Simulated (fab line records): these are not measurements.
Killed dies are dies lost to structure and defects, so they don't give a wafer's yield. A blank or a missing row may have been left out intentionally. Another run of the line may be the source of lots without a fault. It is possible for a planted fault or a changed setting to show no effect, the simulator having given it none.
A struck lot beside a sound one | flow n5Finfet | 23 steps out of a route of 1938
Sound: wafers L176.1, L176.5, L176.6. Wafers L179.3, L179.5, L179.6 were the ones struck. At the end, the cause is stated.
At each step with rows: each side's tool, then ch and its chambers, then its first start. Under that, the readings that differ: sound wafers | struck wafers | difference of the means | sigmas: that difference in standard deviations of wafers without a fault.
alike: a reading whose means differ by less than 2 such deviations, as well as words and numbers matching on both sides. not compared: withheld readings; readings where some wafer has no value; bounds like >300 that might hide an equal value; numbers whose values overlap and for which the record gives no deviation.
The two part at a step that has a row with sigmas, a row that says differs or no value, or rows on one side only. Numbers that don't overlap but have no deviation are shown without sigmas and don't part them. A reading missing from all wafers of one side parts the sides only when that side holds two or more wafers.

first, 8 steps without rows for these wafers: N5_BEOL_M10_ANNEAL_51 (time 90 s); N5_BEOL_M10_CMP_52 (polishes, stops on SiCOH lowk, t overpolish 7 s, target thk 140 nm); N5_BEOL_M10_PRE_CLEAN_55 (time 15 s); N5_BEOL_M10_DEP_56 (deposits SiCN from 3MS/NH3, target thk 15 nm, time 26.5 s); N5_BEOL_M11_ILD_DEP_00 (deposits SiCOH lowk from DEMS/porogen, target thk 308.51 nm, time 58 s); N5_BEOL_M11_CURE_71 (cures SiCOH lowk, time 240 s); N5_BEOL_M11_PECVD_70 (deposits SiO2 from TEOS/O2, target thk 20 nm, time 22.7 s); N5_BEOL_M11_HM_DEP_02 (deposits TiN, target thk 20 nm).
N5_BEOL_M11_COAT_59: time 60 s, resist thk 100 nm.
  sound on lithoTrack-02 ch 0, day 14 01:12; struck on lithoTrack-02 ch 0, day 16 03:30
reading                                  | sound                | struck               | difference | sigmas
spinSpeedRpm (rpm)                       | 1497.4 1499.5 1499.8 | 1752.6 1754.3 1753.6 | +254.6     | +99 or more
model.SOC_of_BEOL_M11_COAT_59.thkNm (nm) | 99.4 99.8 99.6       | 92.4 92.8 92.8       | -6.9       | 
then, 9 steps without rows for these wafers: N5_BEOL_M11_COAT_60 (time 60 s, resist thk 30 nm); N5_BEOL_M11_COAT_05 (resist thk 90 nm); N5_BEOL_M11_EBR_07; N5_BEOL_M11_SOFTBAKE_06 (time 60 s); N5_BEOL_M11_EXPOSE_08 (exposes mask M11); N5_BEOL_M11_PEB_09 (peb time 60 s); N5_BEOL_M11_DEVELOP_10 (develop time 30 s); N5_BEOL_M11_DESCUM_16 (chemistry O2, time 7.9 s); N5_BEOL_M11_ETCH_61 (etches SiARC in CF4, target depth 39 nm, time 65 s).
N5_BEOL_M11_ETCH_62: etches SOC in N2/H2, target depth 110 nm, overetch 22 nm, time 165 s.
  sound on rieDiel-02 ch 2,3, day 14 01:45; struck on rieDiel-02 ch 0,1, day 16 03:55
reading                 | sound             | struck            | difference | sigmas
model.etch.depthNm (nm) | 99.45 99.81 99.51 | 92.41 92.78 92.77 | -6.94      | 
  alike: biasW, drypumpMotorCurrentA, h2FlowSccm, oesProductAu, rfVppV, showerheadPlenumPTorr, tempC, throttleValvePct
  not compared: rfHoursCounterH
then, 2 steps without rows for these wafers: N5_BEOL_M11_STRIP_68 (strips in N2/H2); N5_BEOL_M11_STRIP_67 (strips in CF4).
N5_BEOL_M11_HM_OPEN_17: chemistry Cl2/BCl3, target TiN, target depth 20 nm, overetch 6 nm.
  sound on rieMetal-03 ch 0,1, day 14 01:56; struck on rieMetal-02 ch 0,1, day 16 04:08
reading                                  | sound          | struck         | difference | sigmas
oesProductAu (a.u.)                      | 0.77 0.75 0.77 | 0.64 0.63 0.64 | -0.13      | -2
model.SOC_of_BEOL_M11_COAT_59.thkNm (nm) | 91.4 92 91.6   | 84.6 85 84.8   | -6.9       | 
  alike: biasW, drypumpMotorCurrentA, mfcArSccm, throttleValvePct
  not compared: rfHoursCounterH
then, 1 step without rows for these wafers: N5_BEOL_M11_STRIP_19 (strips in O2).

## WHERE THEY PART
Last at N5_BEOL_M11_HM_OPEN_17 as far as this record goes, first at N5_BEOL_M11_COAT_59.

WHY: what the simulator had put in
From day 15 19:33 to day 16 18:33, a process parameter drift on lithoTrack-02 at N5_BEOL_M11_COAT_59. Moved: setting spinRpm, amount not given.
